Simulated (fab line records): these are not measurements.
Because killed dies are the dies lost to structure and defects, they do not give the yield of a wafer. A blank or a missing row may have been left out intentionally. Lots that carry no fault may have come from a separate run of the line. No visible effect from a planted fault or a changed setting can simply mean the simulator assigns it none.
fab line records	flow n5-finfet
record lots=10	wafers=26	last-day=18
route steps=1938 shown MOL_CONTACT_COAG@615 BEOL_M0_SAQP@636 BEOL_M4@1111 PASSIVATION@1936
lots untouched by any fault: they come from a run of this same line in which no faults occurred
start-h: hours from the record's opening day to when the first of the lot's shown wafers began	wait-h: hours elapsed since this lot's preceding step	" the same as in the row above	L1.1+2: a single row standing in for several wafers	- no value, or no start was given	* or withheld: withheld	< > ~ a bound
route shown NAME@n: names a module that has steps shown in the file, with the first one's number in the route	usual: mean/standard deviation taken from wafers without a fault	same: alike in all rows	chamber/n: place in a boat	sites: per-site readings	_std_site: standard deviation of those values	_edge_site: outer sites' mean less inner sites'	radius-mm: how far each site lies from the wafer's centre	mask NAME#n: copy n	behind: the tool/chamber that last shaped the wafer	hold: reason for holding the lot/hours on hold/outcome of the hold	device: the transistor (n, p or np) that didn't switch	end of line: at the end of the route, the tests of the same wafers	a step without rows: its recipe alone	killed: count of dies lost to structure and defects at first sort (not the wafer's yield)	map: a wafer's dies, x killed, . not, _ none there
set.NAME: the setting that was run; set.NAME@STEP: the one run at that earlier step	model.NAME: the simulator's own value behind a step, which no gauge read
the route's steps for a sample of lots (tables are steps, rows are wafers)
services: from which hour (start-h, from the record's first day; less than 0 if before it) a tool's chamber was out of use, for how many hours, and why
## steps
# step N5_MOL_CONTACT_COAG_VIA_ETCH_117
# recipe chemistry=C4F6/O2	target-depth-a=400	overetch-a=80	mask-material=SOC	target=SiO2	bias-w=455	pressure-mtorr=10	time-s=26	source-w=325	Ar_flow_sccm=300	C4F6_flow_sccm=10	O2_flow_sccm=10	ion-energy-ev=575.3	ends=end-point
# usual drypump-motor-current-A=5.6/0.52	oes-product-au=0.73/0.072	rf-vpp-V=1588/22	showerhead-plenum-p-Torr=2.87/0.1	throttle-valve-pct=41.1/0.37
lot.wafer	tool	chamber	start-h	wait-h	drypump-motor-current-A	oes-product-au	rf-hours-counter-h	rf-vpp-V	showerhead-plenum-p-Torr	throttle-valve-pct
L466.1	rie-diel-03	1	105.12	0.0	6.3	0.74	74	1622	2.90	41.3
L466.3	"	0	"	"	5.2	0.73	81	1589	2.98	41.3
L466.5	"	0	"	"	5.2	0.74	-	1591	2.98	41.3
L467.1	rie-diel-03	3	109.93	0.0	5.7	0.75	70	1569	2.77	41.5
L467.4	"	2	"	"	5.7	0.78	49	1621	2.76	40.8
L467.6	"	3	"	"	5.7	0.75	-	1571	2.77	41.5
L468.2	rie-diel-04	2	115.82	0.0	6.8	0.63	199	1587	2.83	41.8
L468.3	"	0	"	"	5.0	0.76	73	1555	2.78	41.2
L471.2	rie-diel-06	1	131.26	0.0	5.9	0.82	20	1608	3.03	41.3
L471.3	"	2	"	"	5.3	0.63	227	1591	2.91	41.1
L471.5	"	1	"	"	5.9	0.83	-	1608	3.02	41.3
L474.1	rie-diel-03	1	149.87	0.0	6.2	0.71	86	1619	2.89	41.3
L474.3	"	0	"	"	5.2	0.71	94	1590	2.97	41.3
L474.6	"	3	"	"	5.7	0.74	-	1571	2.76	41.5
L476.3	rie-diel-04	3	162.91	0.0	5.8	0.64	182	1560	2.85	40.7
L476.4	"	2	"	"	6.8	0.63	209	1587	2.82	41.8
L476.6	"	0	"	"	4.9	0.74	-	1553	2.78	41.2
L477.3	rie-diel-04	0	171.59	0.0	4.9	0.74	90	1554	2.78	41.2
L477.5	"	3	"	"	5.8	0.64	-	1560	2.85	40.7
L477.6	"	2	"	"	6.8	0.62	-	1586	2.82	41.8
L478.4	rie-diel-04	0	174.34	0.0	5.0	0.74	91	1553	2.77	41.2
L478.5	"	2	"	"	6.8	0.62	-	1586	2.82	41.8
L483.3	rie-diel-06	2	204.83	0.0	5.4	0.61	249	1591	2.90	41.1
L483.4	"	0	"	"	5.3	0.82	24	1584	2.87	40.8
L486.3	rie-diel-04	3	225.80	0.0	5.8	0.63	202	1560	2.85	40.7
L486.5	"	0	"	"	4.9	0.73	-	1556	2.77	41.2
# step N5_BEOL_M0_SAQP_PECVD_96
# recipe material=a-Si	target-thk-a=450	temp-c=350	precursor=SiH4/He	pressure-torr=3	rf-w=100	time-s=45.2
# usual heater-power-w=697/85	run-length-s=81.3/0.51	showerhead-plenum-p-Torr=5.69/0.069	throttle-valve-pct=18.7/1.9
lot.wafer	tool	chamber	start-h	wait-h	heater-power-w	run-length-s	showerhead-plenum-p-Torr	throttle-valve-pct
L466.1	pecvd-03	1	110.36	0.0	684	81.4	5.76	19.1
L466.3	"	0	"	"	727	81.8	5.63	22.1
L466.5	"	2	"	"	778	80.6	5.76	16.2
L467.1	pecvd-01	1	116.22	0.0	533	81.9	5.72	18.2
L467.4	"	2	"	"	766	81.2	5.65	17.1
L467.6	"	0	"	"	668	81.4	5.77	17.0
L468.2	pecvd-01	1	122.37	0.0	519	82.5	5.73	18.2
L468.3	"	0	"	"	599	81.2	5.76	17.3
L471.2	pecvd-02	1	137.67	0.0	603	81.0	5.69	18.4
L471.3	"	2	"	"	874	81.4	5.59	19.9
L471.5	"	0	"	"	649	81.2	5.57	16.8
L474.1	pecvd-03	2	156.99	0.0	763	81.6	5.75	16.2
L474.3	"	1	"	"	613	81.0	5.75	19.0
L474.6	"	1	"	"	615	81.7	5.75	18.9
L476.3	pecvd-03	2	167.91	0.0	782	80.7	5.75	16.4
L476.4	"	1	"	"	683	80.9	5.76	19.2
L476.6	"	2	"	"	788	80.7	5.76	16.3
L477.3	pecvd-02	2	177.31	0.0	878	81.5	5.61	19.6
L477.5	"	0	"	"	727	81.1	5.57	16.8
L477.6	"	1	"	"	591	81.0	5.71	18.6
L478.4	pecvd-03	2	180.42	0.0	816	80.5	5.76	16.1
L478.5	"	1	"	"	688	80.8	5.77	19.0
L483.3	pecvd-03	1	212.88	0.0	723	80.9	5.76	19.3
L483.4	"	0	"	"	702	88.9	5.64	22.2
L486.3	pecvd-03	0	231.29	0.0	711	81.8	5.64	21.8
L486.5	"	2	"	"	713	87.5	5.76	16.4
# step N5_BEOL_M0_SAQP_PECVD_97
# recipe material=SiNx	target-thk-a=230	temp-c=350	precursor=SiH4/NH3/N2	pressure-torr=1.5	rf-w=300	time-s=19.9
# usual heater-power-w=624/87	showerhead-plenum-p-Torr=5.18/0.093	throttle-valve-pct=41/4.3
lot.wafer	tool	chamber	start-h	wait-h	heater-power-w	showerhead-plenum-p-Torr	throttle-valve-pct
L466.1	pecvd-03	1	110.40	0.0	561	5.27	42
L466.3	"	0	"	"	588	5.09	49
L466.5	"	2	"	"	740	5.25	36
L467.1	pecvd-01	1	116.27	0.0	419	5.23	40
L467.4	"	2	"	"	809	5.11	38
L467.6	"	0	"	"	622	5.27	37
L468.2	pecvd-01	1	122.44	0.0	507	5.24	40
L468.3	"	0	"	"	654	5.26	38
L471.2	pecvd-02	1	137.71	0.0	508	5.17	41
L471.3	"	2	"	"	702	5.04	43
L471.5	"	0	"	"	560	5.01	37
L474.1	pecvd-03	2	157.04	0.0	665	5.25	36
L474.3	"	1	"	"	564	5.27	42
L474.6	"	1	"	"	584	5.27	42
L476.3	pecvd-03	2	167.96	0.0	653	5.25	36
L476.4	"	1	"	"	568	5.28	42
L476.6	"	2	"	"	648	5.25	36
L477.3	pecvd-02	2	177.36	0.0	820	5.01	43
L477.5	"	0	"	"	630	5.01	37
L477.6	"	1	"	"	522	5.18	41
L478.4	pecvd-03	2	180.46	0.0	695	5.26	36
L478.5	"	1	"	"	556	5.26	42
L483.3	pecvd-03	1	212.93	0.0	591	5.28	42
L483.4	"	0	"	"	609	5.10	48
L486.3	pecvd-03	0	231.34	0.0	635	5.11	49
L486.5	"	2	"	"	687	5.26	36
# step N5_BEOL_M0_SAQP_PECVD_04
# recipe material=a-Si	target-thk-a=600	temp-c=350	precursor=SiH4/He	pressure-torr=3	rf-w=100	time-s=60.2
# usual heater-power-w=700/88	showerhead-plenum-p-Torr=5.69/0.069	throttle-valve-pct=18.7/1.9
lot.wafer	tool	chamber	start-h	wait-h	heater-power-w	showerhead-plenum-p-Torr	throttle-valve-pct
L466.1	pecvd-03	1	110.44	0.0	668	5.77	19.2
L466.3	"	0	"	"	677	5.62	22.1
L466.5	"	2	"	"	784	5.75	16.2
L467.1	pecvd-01	1	116.31	0.0	555	5.75	18.3
L467.4	"	2	"	"	849	5.65	17.0
L467.6	"	0	"	"	664	5.76	17.2
L468.2	pecvd-01	1	122.49	0.0	478	5.74	18.3
L468.3	"	0	"	"	608	5.76	17.3
L471.2	pecvd-02	1	137.75	0.0	617	5.69	18.5
L471.3	"	2	"	"	808	5.58	19.8
L471.5	"	0	"	"	681	5.56	16.7
L474.1	pecvd-03	2	157.08	0.0	730	5.74	16.1
L474.3	"	1	"	"	707	5.76	19.3
L474.6	"	1	"	"	733	5.75	19.3
L476.3	pecvd-03	2	168.00	0.0	808	5.75	16.0
L476.4	"	1	"	"	711	5.75	19.0
L476.6	"	2	"	"	803	5.76	16.5
L477.3	pecvd-02	2	177.40	0.0	782	5.60	19.7
L477.5	"	0	"	"	769	5.56	16.8
L477.6	"	1	"	"	586	5.70	18.6
L478.4	pecvd-03	2	180.51	0.0	762	5.75	16.4
L478.5	"	1	"	"	640	5.77	19.2
L483.3	pecvd-03	1	212.97	0.0	694	5.76	19.2
L483.4	"	0	"	"	646	5.64	22.1
L486.3	pecvd-03	0	231.38	0.0	726	5.61	21.8
L486.5	"	2	"	"	801	5.76	16.3
# step N5_BEOL_M0_SAQP_MANDREL_ETCH_103
# recipe chemistry=HBr/Cl2	target=a-Si	target-depth-a=450	bt-time-s=10	stop-on=SiCN	mask-material=SiO2	over-etch-frac=0.8	time-s=27	pressure-mtorr=10	icp-w=800	bias-w=75	HBr_flow_sccm=150	Cl2_flow_sccm=80	ends=end-point
# usual drypump-motor-current-A=5.7/0.39	oes-product-au=0.686/0.014	throttle-valve-pct=35.4/0.34
lot.wafer	tool	chamber	start-h	wait-h	drypump-motor-current-A	oes-product-au	rf-hours-counter-h	throttle-valve-pct
L466.1	rie-si-03	2	113.48	0.0	6.2	0.677	27	35.2
L466.3	"	3	"	"	6.0	0.680	13	35.4
L466.5	"	2	"	"	6.2	0.681	-	35.2
L467.1	rie-si-04	2	119.91	0.0	6.1	0.685	100	35.0
L467.4	"	1	"	"	5.1	0.678	5	35.2
L467.6	"	2	"	"	6.2	0.698	-	35.0
L468.2	rie-si-03	2	125.12	0.0	6.2	0.679	27	35.2
L468.3	"	0	"	"	5.6	0.672	4	35.7
L471.2	rie-si-04	1	140.33	0.0	5.1	0.678	6	35.2
L471.3	"	2	"	"	6.1	0.690	101	35.0
L471.5	"	1	"	"	5.1	0.682	-	35.2
L474.1	rie-si-05	3	160.31	0.0	5.9	0.700	148	35.0
L474.3	"	2	"	"	5.6	0.701	81	35.5
L474.6	"	2	"	"	5.6	0.713	-	35.5
L476.3	rie-si-03	3	170.37	0.0	6.1	0.674	14	35.4
L476.4	"	1	"	"	6.3	0.684	17	35.5
L476.6	"	2	"	"	6.2	0.686	-	35.2
L477.3	rie-si-03	0	181.02	0.0	5.6	0.668	5	35.7
L477.5	"	3	"	"	6.0	0.684	-	35.4
L477.6	"	0	"	"	5.6	0.680	-	35.7
L478.4	rie-si-05	1	183.38	0.0	5.4	0.707	167	36.0
L478.5	"	3	"	"	5.8	0.709	-	35.0
L483.3	rie-si-04	1	215.86	0.0	5.1	0.676	7	35.2
L483.4	"	3	"	"	5.8	0.755	82	35.9
L486.3	rie-si-04	2	233.78	0.0	6.1	0.694	103	35.0
L486.5	"	1	"	"	5.1	0.742	-	35.0
# step N5_BEOL_M4_RC_MEAS_101
# usual DIBL_N=36.0/2.2	DIBL_P=36.2/2.4	IOFF_N=0.16/0.035	IOFF_P=0.21/0.037	ION_N=672/13	ION_P=461/7	SS_N=71.4/0.69	SS_P=73.2/0.75	VT_N=250/3.4	VT_P=-251/3
lot.wafer	tool	chamber	start-h	wait-h	DIBL_N[mV/V]	DIBL_P[mV/V]	IOFF_N[nA/um]	IOFF_P[nA/um]	ION_N[uA/um]	ION_P[uA/um]	SS_N[mV/dec]	SS_P[mV/dec]	VT_N[mV]	VT_P[mV]
L468.2	prober-01	0	202.54	0.2	38.5	37.1	0.18	0.22	671	458	72.7	73.8	247	-250
L468.3	"	0	"	"	39.2	37.9	0.21	0.24	679	458	71.8	73.9	248	-246
L466.1	prober-01	0	205.02	0.0	33.9	34.2	0.12	0.17	659	451	71.3	73.7	252	-257
L466.3	"	0	"	"	35.4	35.7	0.16	0.19	677	457	71.1	73.4	250	-253
L466.5	"	0	"	"	35.7	36.5	0.17	0.21	694	467	70.8	73.6	246	-252
L467.1	prober-02	0	207.70	0.0	33.4	33.8	0.13	0.17	678	460	70.8	72.1	252	-251
L467.4	"	0	"	"	30.8	32.2	0.10	0.16	659	462	70.2	72.1	257	-254
L467.6	"	0	"	"	33.7	34.7	0.14	0.19	679	465	70.8	72.4	249	-253
L471.2	prober-02	0	236.88	0.2	37.0	39.5	0.18	0.26	667	465	72.0	74.1	252	-250
L471.3	"	0	"	"	36.6	38.0	0.17	0.23	674	460	71.6	74.1	248	-251
L471.5	"	0	"	"	34.1	35.2	0.13	0.19	660	463	71.6	72.9	254	-254
L474.1	prober-01	0	240.70	0.0	38.1	37.4	0.20	0.21	667	455	72.1	73.1	250	-252
L474.3	"	0	"	"	38.7	40.3	0.22	0.26	690	466	71.9	74.4	244	-246
L474.6	"	0	"	"	37.8	39.1	0.19	0.23	677	459	71.7	73.5	248	-252
L476.3	prober-02	0	264.73	0.3	34.0	32.1	0.13	0.18	666	458	71.1	72.2	253	-250
L476.4	"	0	"	"	36.6	35.7	0.18	0.24	673	470	72.5	73.2	246	-246
L476.6	"	0	"	"	33.7	32.3	0.12	0.18	665	460	70.4	72.5	253	-248
L478.4	prober-02	0	271.60	0.5	37.4	37.5	0.16	0.22	669	457	71.3	73.8	252	-249
L478.5	"	0	"	"	40.8	40.8	0.24	0.28	692	470	72.7	74.1	244	-248
L477.3	prober-02	0	273.10	0.3	31.8	33.3	0.11	0.16	651	452	70.9	73.1	254	-254
L477.5	"	0	"	"	35.7	37.8	0.16	0.22	663	458	72.4	73.2	248	-252
L477.6	"	0	"	"	34.3	35.4	0.15	0.19	670	457	71.0	73.0	251	-253
L483.3	prober-01	0	302.96	0.3	36.3	35.1	0.14	0.19	669	457	71.1	73.5	251	-251
L483.4	"	0	"	"	32.1	30.5	0.09	0.14	651	450	69.7	72.0	258	-256
L486.3	prober-01	0	316.21	0.3	36.3	35.8	0.16	0.18	681	460	71.5	72.7	248	-254
L486.5	"	0	"	"	36.5	36.5	0.16	0.19	684	460	71.9	73.1	253	-252
# step N5_PASSIVATION_PROBE_49
# usual defect-limited-yield=91.2/1.4	killed_at_M0_to_M3=34/9.4	killed_at_M4_up=14/5.6	killed-at-contacts=13/7.8	killed-at-front-end=37/10	killed-at-other=4/3.3	killed-dies=103/17	killed-open=68/13	killed-short=33/8.2	sort_bin_5_function=5.1/0.92	sort_bin_6_memory=3.3/0.71	sort_bin_8_speed=0.01/0.043	sort-n-pass=1077/17
# same gross-dies=1180	killed-at-back-side=0	sort_bin_4_leakage[%]=0
lot.wafer	tool	chamber	start-h	wait-h	defect-limited-yield[%]	killed_at_M0_to_M3	killed_at_M4_up	killed-at-contacts	killed-at-front-end	killed-at-other	killed-dies	killed-open	killed-short	sort_bin_5_function[%]	sort_bin_6_memory[%]	sort_bin_8_speed[%]	sort-n-pass
L468.2	prober-01	-	309.28	0.1	90.5	47	12	11	32	10	112	77	33	5.5	3.7	0	1068
L468.3	prober-01	-	309.33	0.1	90.0	45	17	6	45	5	118	76	34	5.2	4.1	0	1062
L466.1	prober-02	-	310.47	0.0	88.2	43	12	29	55	0	139	95	43	6.5	4.8	0	1041
L466.3	prober-02	-	310.57	0.1	91.9	31	14	22	28	0	95	66	26	4.1	3.6	0	1085
L466.5	prober-02	-	310.67	0.2	90.6	38	9	20	31	13	111	71	40	5.0	4.1	0	1069
L467.1	prober-02	-	318.06	0.0	90.9	32	13	10	50	2	107	62	45	5.0	3.6	0	1073
L467.4	prober-02	-	318.21	0.2	92.3	32	18	1	40	0	91	65	26	4.2	3.4	0	1089
L467.6	prober-02	-	318.31	0.3	91.6	31	13	8	46	1	99	64	35	5.6	2.5	0	1081
L471.2	prober-01	-	342.62	0.1	88.9	27	24	20	59	1	131	87	42	6.9	4.0	0	1049
L471.3	prober-01	-	342.67	0.1	91.3	19	24	18	42	0	103	75	25	5.3	3.1	0	1077
L471.5	prober-01	-	342.77	0.2	90.8	23	23	17	42	3	108	67	36	5.0	4.0	0	1072
L474.1	prober-02	-	347.14	0.0	93.0	28	9	10	33	3	83	59	24	4.1	2.5	0	1097
L474.3	prober-02	-	347.24	0.1	91.3	30	9	6	50	8	103	62	37	5.1	3.1	0	1077
L474.6	prober-02	-	347.39	0.3	90.6	37	13	10	51	0	111	75	27	5.6	3.0	0	1069
L476.3	prober-02	-	372.64	0.1	91.0	54	10	16	25	1	106	68	33	5.3	3.1	0	1074
L476.4	prober-02	-	372.69	0.2	92.3	36	10	10	34	1	91	60	30	4.5	3.1	0	1089
L476.6	prober-02	-	372.79	0.3	93.1	34	12	13	20	3	82	60	20	4.1	2.6	0	1098
L477.3	prober-01	-	378.02	0.1	91.6	45	6	4	41	3	99	56	43	5.0	3.1	0	1081
L477.5	prober-01	-	378.12	0.2	92.0	45	14	7	20	8	94	69	25	5.1	2.5	0	1086
L477.6	prober-01	-	378.17	0.3	91.7	37	12	12	37	0	98	61	32	5.3	2.3	0	1082
L478.4	prober-01	-	381.74	0.2	92.6	35	10	23	19	0	87	61	24	3.6	3.4	0.17	1093
L478.5	prober-01	-	381.79	0.2	93.1	26	6	11	30	8	81	47	33	3.2	3.3	0.08	1099
L483.3	prober-01	-	407.99	0.1	88.6	43	17	15	58	2	135	79	54	6.6	4.2	0	1045
L483.4	prober-01	-	408.04	0.2	89.7	35	22	19	37	8	121	86	34	5.6	4.3	0.08	1058
L486.3	prober-01	-	435.06	0.1	91.0	25	25	13	33	10	106	79	26	5.1	3.8	0	1074
L486.5	prober-01	-	435.16	0.2	91.4	38	14	18	29	2	101	74	24	4.7	3.5	0	1079
# killed by level:class
L468.2 BEOL_M2:geometric-particle:open=18 MOL_CONTACT_COAG:geometric-particle:open=9 BEOL_M0_SAQP:geometric-particle:short=8 STI_FIN_REVEAL:geometric-particle:open=7 BEOL_M0_SAQP:geometric-particle:open=7 DUMMY_GATE:geometric-particle:open=6 FIN_SAQP:geometric-particle:open=4 BEOL_M2:geometric-particle:short=4
L468.3 BEOL_M2:geometric-particle:open=12 FIN_SAQP:geometric-particle:open=9 STI_FIN_REVEAL:geometric-particle:open=9 FIN_SAQP:geometric-particle:short=7 BEOL_M0_SAQP:geometric-particle:short=7 BEOL_M0_SAQP:geometric-particle:open=7 HKMG_FIN:area-etch=7 MOL_CONTACT_COAG:geometric-particle:open=6
L466.1 MOL_CONTACT_COAG:geometric-particle:open=18 BEOL_M0_SAQP:geometric-particle:open=14 FIN_SAQP:geometric-particle:open=11 MOL_CONTACT_COAG:geometric-particle:short=11 STI_FIN_REVEAL:geometric-particle:open=10 DUMMY_GATE:geometric-particle:open=10 FIN_SAQP:geometric-particle:short=9 BEOL_M2:geometric-particle:open=9
L466.3 MOL_CONTACT_COAG:geometric-particle:open=21 BEOL_M3:geometric-particle:open=9 FIN_SAQP:geometric-particle:short=7 BEOL_M0_SAQP:geometric-particle:open=6 BEOL_M4:geometric-particle:open=6 DUMMY_GATE:geometric-particle:open=4 BEOL_M0_SAQP:geometric-particle:short=4 BEOL_M2:geometric-particle:open=4
L466.5 MOL_CONTACT_COAG:geometric-particle:open=14 MIM_TOP:geometric-particle:short=8 BEOL_M0_SAQP:geometric-particle:open=8 BEOL_M3:geometric-particle:open=8 FIN_SAQP:geometric-particle:open=6 FIN_SAQP:geometric-particle:short=6 MOL_CONTACT_COAG:geometric-particle:short=6 BEOL_M0_SAQP:geometric-particle:short=6
L467.1 STI_FIN_REVEAL:geometric-particle:open=13 BEOL_M3:geometric-particle:open=10 MOL_CONTACT_COAG:geometric-particle:open=9 ILD0:geometric-particle:short=7 STARTING-WAFER:geometric-particle:short=5 FIN_SAQP:geometric-particle:short=4 BEOL_M0:geometric-particle:open=4 BEOL_M0_SAQP:geometric-particle:short=4
L467.4 STI_FIN_REVEAL:geometric-particle:open=14 BEOL_M1:geometric-particle:open=7 BEOL_M2:geometric-particle:open=7 BEOL_M5:geometric-particle:open=7 DUMMY_GATE:geometric-particle:open=6 BEOL_M3:geometric-particle:open=6 STI_FIN_REVEAL:geometric-particle:short=5 BEOL_M3:geometric-particle:short=5
L467.6 STI_FIN_REVEAL:geometric-particle:open=17 BEOL_M0_SAQP:geometric-particle:short=12 MOL_CONTACT_COAG:geometric-particle:open=6 FIN_SAQP:geometric-particle:short=5 STI_FIN_REVEAL:geometric-particle:short=5 BEOL_M0_SAQP:geometric-particle:open=5 BEOL_M7:geometric-particle:open=4 BEOL_M0:geometric-particle:open=4
L471.2 FIN_SAQP:geometric-particle:short=20 MOL_CONTACT_COAG:geometric-particle:open=17 BEOL_M4:geometric-particle:open=13 FIN_SAQP:geometric-particle:open=12 STI_FIN_REVEAL:geometric-particle:open=9 BEOL_M2:geometric-particle:open=9 BEOL_M3:geometric-particle:open=7 STARTING-WAFER:geometric-particle:open=6
L471.3 FIN_SAQP:geometric-particle:open=14 MOL_CONTACT_COAG:geometric-particle:open=14 BEOL_M4:geometric-particle:open=11 BEOL_M2:geometric-particle:open=10 FIN_SAQP:geometric-particle:short=9 STI_FIN_REVEAL:geometric-particle:open=5 BEOL_M8:geometric-particle:open=3 STI_FIN_REVEAL:geometric-particle:short=3
L471.5 STI_FIN_REVEAL:geometric-particle:open=16 MOL_CONTACT_COAG:geometric-particle:open=12 BEOL_M4:geometric-particle:open=10 FIN_SAQP:geometric-particle:short=5 FIN_SAQP:geometric-particle:open=5 STI_FIN_REVEAL:geometric-particle:short=5 MOL_CONTACT_COAG:geometric-particle:short=5 BEOL_M0_SAQP:geometric-particle:open=5
L474.1 STI_FIN_REVEAL:geometric-particle:open=10 MOL_CONTACT_COAG:geometric-particle:open=9 BEOL_M0_SAQP:geometric-particle:open=6 BEOL_M1:geometric-particle:open=6 FIN_SAQP:geometric-particle:open=5 BEOL_M3:geometric-particle:open=5 FIN_SAQP:geometric-particle:short=4 BEOL_M2:geometric-particle:open=4
L474.3 STI_FIN_REVEAL:geometric-particle:open=15 BEOL_M0_SAQP:geometric-particle:open=12 BEOL_M0_SAQP:geometric-particle:short=11 ILD0:geometric-particle:short=5 MOL_CONTACT_COAG:geometric-particle:open=5 FIN_SAQP:geometric-particle:short=4 ILD0:geometric-particle:open=4 STARTING-WAFER:geometric-particle:short=4
L474.6 STI_FIN_REVEAL:geometric-particle:open=16 BEOL_M0_SAQP:geometric-particle:open=12 MOL_CONTACT_COAG:geometric-particle:open=9 BEOL_M0_SAQP:geometric-particle:short=9 HKMG_FIN:area-etch=9 DUMMY_GATE:geometric-particle:open=6 BEOL_M2:geometric-particle:open=6 BEOL_M4:geometric-particle:open=5
L476.3 BEOL_M3:geometric-particle:open=18 BEOL_M0_SAQP:geometric-particle:short=17 MOL_CONTACT_COAG:geometric-particle:open=15 BEOL_M0_SAQP:geometric-particle:open=6 GATE_CUT:geometric-particle:short=5 GATE_CUT:geometric-particle:open=4 BEOL_M3:geometric-particle:short=4 BEOL_M6:geometric-particle:open=4
L476.4 MOL_CONTACT_COAG:geometric-particle:open=8 BEOL_M3:geometric-particle:open=8 BEOL_M0_SAQP:geometric-particle:short=7 BEOL_M0_SAQP:geometric-particle:open=6 STI_FIN_REVEAL:geometric-particle:open=5 STARTING-WAFER:geometric-particle:open=5 GATE_CUT:geometric-particle:open=4 BEOL_M2:geometric-particle:open=4
L476.6 MOL_CONTACT_COAG:geometric-particle:open=12 BEOL_M0_SAQP:geometric-particle:open=9 BEOL_M3:geometric-particle:open=8 FIN_SAQP:geometric-particle:open=5 BEOL_M2:geometric-particle:open=5 BEOL_M1:geometric-particle:open=4 BEOL_M6:geometric-particle:open=4 ILD0:geometric-particle:short=3
L477.3 BEOL_M0_SAQP:geometric-particle:short=14 BEOL_M0_SAQP:geometric-particle:open=13 FIN_SAQP:geometric-particle:open=11 FIN_SAQP:geometric-particle:short=6 GATE_CUT:geometric-particle:short=6 BEOL_M1:geometric-particle:open=5 BEOL_M2:geometric-particle:open=5 STARTING-WAFER:geometric-particle:short=5
L477.5 BEOL_M0_SAQP:geometric-particle:open=17 BEOL_M0_SAQP:geometric-particle:short=12 BEOL_M4:geometric-particle:open=9 BEOL_M1:geometric-particle:open=7 MOL_CONTACT_COAG:geometric-particle:open=6 STI_FIN_REVEAL:geometric-particle:open=5 FIN_SAQP:geometric-particle:open=4 BEOL_M3:geometric-particle:open=4
L477.6 MOL_CONTACT_COAG:geometric-particle:open=11 STI_FIN_REVEAL:geometric-particle:open=10 BEOL_M0_SAQP:geometric-particle:open=10 BEOL_M1:geometric-particle:open=7 BEOL_M2:geometric-particle:open=7 FIN_SAQP:geometric-particle:short=6 BEOL_M5:geometric-particle:open=6 BEOL_M0_SAQP:geometric-particle:short=6
L478.4 MOL_CONTACT_COAG:geometric-particle:open=20 BEOL_M2:geometric-particle:open=8 BEOL_M0_SAQP:geometric-particle:short=7 BEOL_M0_SAQP:geometric-particle:open=5 BEOL_M3:geometric-particle:open=5 BEOL_M1:geometric-particle:open=4 BEOL_M4:geometric-particle:open=4 STI_FIN_REVEAL:geometric-particle:short=3
L478.5 MOL_CONTACT_COAG:geometric-particle:open=9 FIN_SAQP:geometric-particle:short=7 FIN_SAQP:geometric-particle:open=7 BEOL_M0_SAQP:geometric-particle:short=7 BEOL_M0_SAQP:geometric-particle:open=5 ILD0:geometric-particle:open=4 MIM_TOP_ETCH:geometric-particle:short=4 BEOL_M2:geometric-particle:open=3
L483.3 FIN_SAQP:geometric-particle:short=20 BEOL_M0_SAQP:geometric-particle:short=14 FIN_SAQP:geometric-particle:open=11 MOL_CONTACT_COAG:geometric-particle:open=11 STI_FIN_REVEAL:geometric-particle:open=9 BEOL_M0_SAQP:geometric-particle:open=9 BEOL_M4:geometric-particle:open=8 BEOL_M3:geometric-particle:open=6
L483.4 MOL_CONTACT_COAG:geometric-particle:open=16 FIN_SAQP:geometric-particle:open=11 BEOL_M0_SAQP:geometric-particle:open=7 BEOL_M2:geometric-particle:open=7 BEOL_M0_SAQP:geometric-particle:short=6 BEOL_M4:geometric-particle:open=6 FIN_SAQP:geometric-particle:short=5 BEOL_M7:geometric-particle:open=5
L486.3 MOL_CONTACT_COAG:geometric-particle:open=13 BEOL_M4:geometric-particle:open=8 BEOL_M3:geometric-particle:open=8 BEOL_M6:geometric-particle:open=8 FIN_SAQP:geometric-particle:open=6 BEOL_M2:geometric-particle:open=6 FIN_SAQP:geometric-particle:short=5 BEOL_M1:geometric-particle:open=5
L486.5 MOL_CONTACT_COAG:geometric-particle:open=16 BEOL_M2:geometric-particle:open=12 BEOL_M1:geometric-particle:open=11 STI_FIN_REVEAL:geometric-particle:open=7 FIN_SAQP:geometric-particle:open=6 BEOL_M4:geometric-particle:open=6 BEOL_M0_SAQP:geometric-particle:short=5 BEOL_M4:geometric-particle:short=4
## services
tool	chamber	start-h	hours	kind
pecvd-02	2	103.80	5.5	scheduled-down
pecvd-02	-	108.77	0.9	repair
pecvd-01	2	118.10	5.5	scheduled-down
pecvd-02	1	133.93	2.1	scheduled-down
pecvd-03	1	140.91	3.5	repair
rie-diel-04	2	142.43	9.2	repair
pecvd-01	-	142.64	2.8	pm
rie-si-05	1	152.19	13.2	repair
pecvd-01	0	152.59	28.6	repair
rie-diel-04	3	166.11	2.1	repair
rie-si-03	-	175.14	2.8	pm
rie-si-04	0	175.68	-	clean
rie-si-04	0	175.68	15.7	scheduled-down
rie-si-04	0	175.68	15.7	vent-cycle
pecvd-01	-	188.11	1.8	repair
pecvd-02	0	192.78	19.7	repair
rie-diel-06	-	202.66	1.0	repair
pecvd-01	0	206.51	20.5	repair
pecvd-02	2	212.45	-	clean
pecvd-02	2	212.45	-	consumable-replace:showerhead
pecvd-02	2	212.45	29.0	scheduled-down
pecvd-02	2	212.45	29.0	vent-cycle
pecvd-01	2	217.49	2.1	scheduled-down
pecvd-03	0	225.67	2.2	repair
## key
first-sign step=N5_BEOL_M0_SAQP_PECVD_96	reading=run-length-s	direction=up	sigmas=13	usual=*	struck=*
effect step=N5_BEOL_M0_SAQP_MANDREL_ETCH_103	reading=oes-product-au	direction=up	sigmas=4.6	usual=0.686	struck=0.749
met-at N5_BEOL_M0_SAQP_PECVD_96
struck-lots L483,L486
struck-wafers L483.4,L486.5
not-acting-at N5_MOL_CONTACT_COAG_VIA_ETCH_117,N5_BEOL_M0_SAQP_PECVD_97,N5_BEOL_M0_SAQP_PECVD_04
onset-between 180.42 212.88
fault kind=process-parameter-drift	tool=pecvd-03	chamber=-	onset-h=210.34	steps=N5_BEOL_M0_SAQP_PECVD_96	channel=time-s	offset=*	shape=step	end-h=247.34	scope=struck-wafers-only	acts-in=*	stated=*
